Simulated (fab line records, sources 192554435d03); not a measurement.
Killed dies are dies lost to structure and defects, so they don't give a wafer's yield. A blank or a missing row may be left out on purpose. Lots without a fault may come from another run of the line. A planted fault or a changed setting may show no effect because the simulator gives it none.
fab line records | flow n5_finfet | part 2 of 2: steps 5 to 6 of 6
record lots=19 wafers=57 last_day=20
route steps=1938 shown BEOL_M9@1468 BEOL_M10@1492 BEOL_M11@1552
lots that met no fault: from a run of the same line without faults
start_h: hours from the record's first day to the start of the lot's first wafer shown | wait_h: hours since the lot's step before | " the same as in the row above | L1.1+2: a row that stands for several wafers | - no value, or no start given | * or withheld: withheld | < > ~ a bound
route shown NAME@n: a module of which the file shows steps, and the number in the route of the first | usual: mean/standard deviation of fault-free wafers | same: alike in all rows | chamber/n: place in a boat | sites: the reading at each site | _std_site: their standard deviation | _edge_site: outer sites' mean less inner sites' | radius_mm: how far each site lies from the wafer's centre | mask NAME#n: copy n | behind: the tool/chamber that last shaped the wafer | hold: why the lot was held/for how many hours/how that ended | device: the transistor (n, p or np) that didn't switch | end of line: the same wafers' tests at the end of the route | a step without rows: its recipe alone | killed: dies lost to structure and defects at the first sort, not the wafer's yield | map: a wafer's dies, x killed, . not, _ none there
set.NAME: the setting as run; set.NAME@STEP: as run at that earlier step | model.NAME: the simulator's own value behind a step, which no gauge read
steps of the route over a sample of lots; a table a step, a row a wafer
services: from which hour (start_h, from the record's first day; less than 0 if before it) a tool's chamber was out of use, for how many hours, and why
## steps
# step N5_BEOL_M11_ETCH_61
# recipe chemistry=CF4 target=SiARC target_depth_a=390 mask_material=CAR-ArF time_s=65 ion_energy_ev=80 pressure_mtorr=40 source_w=545 bias_w=36 Ar_flow_sccm=100 cf4_flow_sccm=100 ends=cleared
# usual chamber_pressure_mTorr=40.00/0.037 drypump_motor_current_A=5.6/0.32 etch_rf_on_time_s=65.0/2.6 mfc_ar_sccm=100.0/0.3 oes_product_au=0.66/0.057 rf_vpp_V=184.0/1.2 showerhead_plenum_p_Torr=2.13/0.079 throttle_valve_pct=15.63/0.23
# columns lot.wafer tool chamber start_h wait_h chamber_pressure_mTorr drypump_motor_current_A etch_rf_on_time_s mfc_ar_sccm oes_product_au rf_hours_counter_h rf_vpp_V showerhead_plenum_p_Torr throttle_valve_pct
L074.2 rie_diel-02 2 258.38 0.0 40.06 5.5 61.2 99.8 0.64 200 183.3 2.14 15.75
L074.3 " 1 " " 40.00 5.4 61.8 100.1 0.71 88 184.6 2.26 15.44
L074.5 " 3 " " 40.04 5.7 69.3 99.7 0.60 - 184.6 2.02 15.81
L076.1 rie_diel-02 1 284.01 0.0 39.96 5.5 61.0 100.4 0.71 96 185.2 2.25 15.46
L076.4 " 2 " " 39.98 5.5 60.9 99.7 0.63 209 184.1 2.13 15.78
L076.5 " 0 " " 39.96 5.5 65.4 100.1 0.67 - 183.4 2.06 15.47
L077.1 rie_diel-02 0 288.74 0.0 40.02 5.5 66.4 99.9 0.66 131 183.1 2.06 15.49
L077.4 " 1 " " 40.04 5.4 61.4 99.8 0.71 98 184.9 2.25 15.47
L077.5 " 2 " " 40.09 5.5 61.5 100.1 0.63 - 184.2 2.13 15.78
L079.1 rie_diel-06 3 296.37 0.0 39.98 5.8 66.2 100.1 0.58 228 184.6 2.12 15.95
L079.4 " 0 " " 39.98 5.5 65.5 99.3 0.74 49 184.9 2.09 15.26
L079.6 " 0 " " 39.96 5.5 66.4 99.9 0.74 - 183.1 2.09 15.25
L083.2 rie_diel-02 2 304.38 0.0 39.95 5.5 61.2 99.9 0.64 216 182.7 2.13 15.78
L083.5 " 1 " " 39.99 5.4 61.5 100.0 0.70 - 185.3 2.25 15.47
L083.6 " 0 " " 40.02 5.5 66.2 100.3 0.66 - 182.8 2.06 15.51
L082.2 rie_diel-03 0 306.89 0.0 40.00 6.0 69.3 100.4 0.68 74 182.9 2.18 15.59
L082.4 " 3 " " 40.01 4.9 64.9 100.2 0.62 209 185.0 2.21 15.97
L082.5 " 0 " " 40.04 6.0 69.4 100.5 0.69 - 183.7 2.18 15.58
L080.1 rie_diel-06 0 317.91 0.0 40.05 5.5 64.9 99.5 0.74 56 184.4 2.09 15.26
L080.3 " 1 " " 40.00 5.4 65.9 100.1 0.67 101 184.1 2.16 15.68
L080.6 " 2 " " 39.98 5.8 66.5 99.7 0.64 - 182.5 1.99 15.68
L081.2 rie_diel-06 3 326.41 0.0 39.96 5.8 64.8 99.5 0.58 237 184.1 2.12 15.96
L081.3 " 0 " " 39.99 5.5 64.4 100.5 0.74 59 184.3 2.08 15.28
L081.4 " 1 " " 40.03 5.4 65.5 100.0 0.68 103 183.0 2.16 15.72
L084.1 rie_diel-03 0 329.57 0.0 39.98 6.0 67.5 99.7 0.68 79 184.8 2.17 15.59
L084.4 " 2 " " 40.05 5.4 63.4 99.7 0.80 8 185.2 2.17 15.18
L084.6 " 2 " " 40.05 5.4 64.1 99.7 0.80 - 184.8 2.17 15.17
L085.1 rie_diel-02 1 335.48 0.0 39.98 5.4 60.8 99.5 0.69 112 186.0 2.25 15.47
L085.2 " 3 " " 40.07 5.6 69.9 100.2 0.59 245 182.7 2.01 15.84
L085.4 " 2 " " 40.08 5.6 60.9 99.9 0.63 228 184.8 2.13 15.80
L088.1 rie_diel-02 3 345.74 0.0 39.96 5.7 70.1 99.6 0.58 248 182.9 2.01 15.85
L088.2 " 0 " " 39.98 5.5 66.5 100.4 0.64 150 182.7 2.05 15.53
L088.6 " 2 " " 40.00 5.6 61.5 99.8 0.63 - 182.4 2.13 15.81
L089.1 rie_diel-02 1 359.14 0.0 40.00 5.4 61.2 100.0 0.69 119 184.9 2.24 15.50
L089.2 " 0 " " 40.03 5.5 65.5 100.0 0.65 154 183.6 2.05 15.53
L089.6 " 2 " " 40.07 5.5 61.8 99.6 0.62 - 185.0 2.12 15.82
L091.1 rie_diel-06 1 359.71 0.0 39.98 5.4 66.3 100.0 0.67 118 184.7 2.16 15.73
L091.4 " 1 " " 40.00 5.4 66.3 100.5 0.67 - 185.2 2.16 15.73
L091.5 " 0 " " 39.96 5.5 66.4 100.0 0.72 - 182.6 2.08 15.30
L093.3 rie_diel-06 0 378.39 0.0 40.00 5.5 64.5 100.2 0.72 80 182.5 2.08 15.32
L093.4 " 0 " " 39.97 5.5 65.1 100.0 0.71 - 182.7 2.08 15.31
L093.6 " 2 " " 40.00 5.9 66.7 99.8 0.64 - 183.1 1.98 15.71
L092.1 rie_diel-02 1 378.59 0.0 40.04 5.4 61.3 99.9 0.69 126 184.7 2.24 15.51
L092.3 " 3 " " 40.00 5.7 67.7 100.1 0.78 3 185.0 2.26 15.36
L092.5 " 0 " " 39.96 5.5 66.6 99.9 0.64 - 184.0 2.05 15.54
L090.1 rie_diel-02 3 402.52 0.0 40.08 5.6 67.8 99.8 0.76 11 185.7 2.26 15.37
L090.3 " 0 " " 40.03 5.5 66.1 99.5 0.63 169 183.6 2.05 15.55
L090.5 " 3 " " 40.02 5.7 68.1 99.8 0.77 - 185.4 2.26 15.37
L096.2 rie_diel-03 2 406.23 0.0 39.96 5.4 63.9 99.9 0.77 21 185.1 2.17 15.19
L096.3 " 1 " " 39.97 6.4 63.7 99.8 0.63 212 185.5 2.13 15.80
L096.4 " 3 " " 39.93 4.9 62.9 99.9 0.62 229 184.6 2.20 16.02
L097.1 rie_diel-03 3 414.60 0.0 40.01 4.9 63.2 100.0 0.62 232 185.5 2.20 16.01
L097.4 " 0 " " 40.02 6.0 68.4 99.7 0.66 96 185.6 2.17 15.60
L097.6 " 3 " " 40.01 4.9 62.6 99.8 0.62 - 185.4 2.20 16.03
L095.2 rie_diel-03 3 420.53 0.0 39.98 4.9 63.2 100.5 0.61 233 185.7 2.20 16.03
L095.4 " 2 " " 40.02 5.4 64.2 99.6 0.75 26 186.1 2.17 15.21
L095.5 " 3 " " 40.06 4.9 63.2 99.6 0.62 - 185.4 2.20 16.03
# step N5_BEOL_M11_STRIP_67
# recipe chemistry=CF4 resist=SiARC power_w=300 bias_power_w=75 pressure_mtorr=50 cf4_flow_sccm=150 rf_frequency_hz=6e+07
# usual chamber_pressure_mTorr=50.00/0.046 drypump_motor_current_A=5.6/0.32 oes_product_au=0.78/0.065 rf_vpp_V=270.9/1.6 showerhead_plenum_p_Torr=1.78/0.065 throttle_valve_pct=13.61/0.25
# columns lot.wafer tool chamber start_h wait_h chamber_pressure_mTorr drypump_motor_current_A oes_product_au rf_hours_counter_h rf_vpp_V showerhead_plenum_p_Torr throttle_valve_pct
L074.2 rie_diel-02 2 258.58 0.0 50.01 5.6 0.73 200 270.3 1.79 13.75
L074.3 " 1 " " 49.96 5.4 0.82 88 273.2 1.89 13.41
L074.5 " 3 " " 50.00 5.7 0.73 - 268.9 1.70 13.81
L076.1 rie_diel-02 1 284.20 0.0 50.08 5.4 0.81 97 274.5 1.89 13.43
L076.4 " 2 " " 50.00 5.5 0.72 209 270.3 1.79 13.77
L076.5 " 0 " " 50.02 5.5 0.79 - 270.2 1.72 13.46
L077.1 rie_diel-02 0 288.94 0.0 50.09 5.5 0.78 131 269.8 1.72 13.46
L077.4 " 1 " " 49.97 5.4 0.80 98 272.4 1.89 13.44
L077.5 " 2 " " 49.94 5.5 0.72 - 270.8 1.79 13.79
L079.1 rie_diel-06 3 296.56 0.0 50.06 5.8 0.69 228 270.3 1.78 13.96
L079.4 " 0 " " 50.02 5.5 0.87 49 270.0 1.75 13.23
L079.6 " 0 " " 49.94 5.5 0.87 - 271.4 1.75 13.22
L083.2 rie_diel-02 2 304.58 0.0 49.95 5.6 0.72 216 270.4 1.79 13.77
L083.5 " 1 " " 49.99 5.4 0.80 - 273.3 1.89 13.46
L083.6 " 0 " " 50.04 5.5 0.77 - 270.3 1.72 13.48
L082.2 rie_diel-03 0 307.09 0.0 49.96 6.0 0.83 74 271.4 1.83 13.56
L082.4 " 3 " " 49.93 4.9 0.73 209 271.8 1.85 13.95
L082.5 " 0 " " 50.03 6.0 0.83 - 271.8 1.83 13.57
L080.1 rie_diel-06 0 318.10 0.0 49.97 5.5 0.86 56 269.9 1.75 13.23
L080.3 " 1 " " 50.00 5.4 0.80 101 273.0 1.80 13.59
L080.6 " 2 " " 49.93 5.8 0.76 - 268.6 1.67 13.70
L081.2 rie_diel-06 3 326.60 0.0 49.99 5.8 0.67 237 269.7 1.78 13.97
L081.3 " 0 " " 50.03 5.5 0.86 59 270.8 1.75 13.24
L081.4 " 1 " " 50.01 5.4 0.81 103 272.8 1.80 13.60
L084.1 rie_diel-03 0 329.76 0.0 49.95 6.0 0.81 79 273.0 1.83 13.56
L084.4 " 2 " " 50.07 5.4 0.92 8 271.5 1.80 13.07
L084.6 " 2 " " 49.96 5.4 0.92 - 270.7 1.80 13.06
L085.1 rie_diel-02 1 335.67 0.0 50.01 5.4 0.79 112 273.2 1.89 13.47
L085.2 " 3 " " 50.05 5.7 0.70 245 268.1 1.69 13.86
L085.4 " 2 " " 49.98 5.5 0.71 228 271.4 1.78 13.82
L088.1 rie_diel-02 3 345.94 0.0 49.99 5.6 0.71 248 269.9 1.69 13.88
L088.2 " 0 " " 50.06 5.5 0.77 150 269.0 1.72 13.52
L088.6 " 2 " " 50.01 5.5 0.71 - 270.9 1.78 13.83
L089.1 rie_diel-02 1 359.33 0.0 50.03 5.4 0.79 119 272.9 1.88 13.49
L089.2 " 0 " " 50.03 5.5 0.76 154 269.4 1.72 13.51
L089.6 " 2 " " 49.96 5.5 0.70 - 270.7 1.78 13.82
L091.1 rie_diel-06 1 359.91 0.0 50.00 5.4 0.79 118 273.1 1.79 13.62
L091.4 " 1 " " 50.03 5.4 0.79 - 271.3 1.79 13.61
L091.5 " 0 " " 50.02 5.5 0.84 - 271.2 1.74 13.28
L093.3 rie_diel-06 0 378.59 0.0 50.03 5.5 0.84 80 269.0 1.74 13.30
L093.4 " 0 " " 49.96 5.5 0.84 - 268.0 1.74 13.29
L093.6 " 2 " " 50.14 5.8 0.76 - 270.3 1.67 13.72
L092.1 rie_diel-02 1 378.78 0.0 50.03 5.4 0.77 127 273.0 1.88 13.50
L092.3 " 3 " " 49.92 5.6 0.95 3 275.3 1.89 13.34
L092.5 " 0 " " 50.01 5.5 0.75 - 269.5 1.72 13.53
L090.1 rie_diel-02 3 402.71 0.0 49.97 5.7 0.91 11 273.1 1.89 13.35
L090.3 " 0 " " 50.00 5.5 0.75 170 269.0 1.71 13.56
L090.5 " 3 " " 49.96 5.7 0.92 - 273.3 1.89 13.33
L096.2 rie_diel-03 2 406.42 0.0 50.02 5.4 0.89 22 271.4 1.80 13.11
L096.3 " 1 " " 49.99 6.5 0.73 212 271.4 1.79 13.80
L096.4 " 3 " " 50.01 4.9 0.71 229 273.1 1.84 13.98
L097.1 rie_diel-03 3 414.79 0.0 50.02 4.9 0.71 232 271.1 1.84 13.99
L097.4 " 0 " " 49.97 6.0 0.80 96 271.7 1.83 13.61
L097.6 " 3 " " 49.99 4.9 0.71 - 271.4 1.84 14.00
L095.2 rie_diel-03 3 420.73 0.0 50.01 4.9 0.71 233 271.9 1.84 14.01
L095.4 " 2 " " 49.92 5.4 0.88 26 272.2 1.80 13.13
L095.5 " 3 " " 49.98 4.9 0.71 - 273.6 1.84 14.00
## services
# columns tool chamber start_h hours kind
rie_diel-02 3 230.01 2.4 repair
rie_diel-02 0 252.10 6.5 repair
rie_diel-04 0 268.44 10.6 repair
rie_diel-04 3 273.77 2.0 repair
rie_diel-03 2 285.40 - clean
rie_diel-05 1 286.76 30.4 repair
rie_diel-01 1 313.20 6.2 repair
rie_diel-06 2 331.76 38.5 repair
rie_diel-02 3 351.50 - clean
rie_diel-02 3 351.50 - consumable_replace:focus_ring
rie_diel-02 3 351.50 - consumable_replace:showerhead
rie_diel-02 3 351.50 17.3 scheduled_down
rie_diel-02 3 351.50 17.3 vent_cycle
rie_diel-01 - 351.84 15.6 pm
rie_diel-03 - 377.95 28.1 pm
rie_diel-04 1 380.23 18.4 repair
rie_diel-02 - 383.26 0.5 repair
rie_diel-04 0 386.71 4.0 repair
pvd_sputter-01 - 393.50 73.0 repair
rie_diel-02 2 402.09 - clean
rie_diel-02 2 402.09 - consumable_replace:focus_ring
rie_diel-02 2 402.09 24.7 scheduled_down
rie_diel-02 2 402.09 24.7 vent_cycle
rie_diel-04 - 416.71 2.8 pm
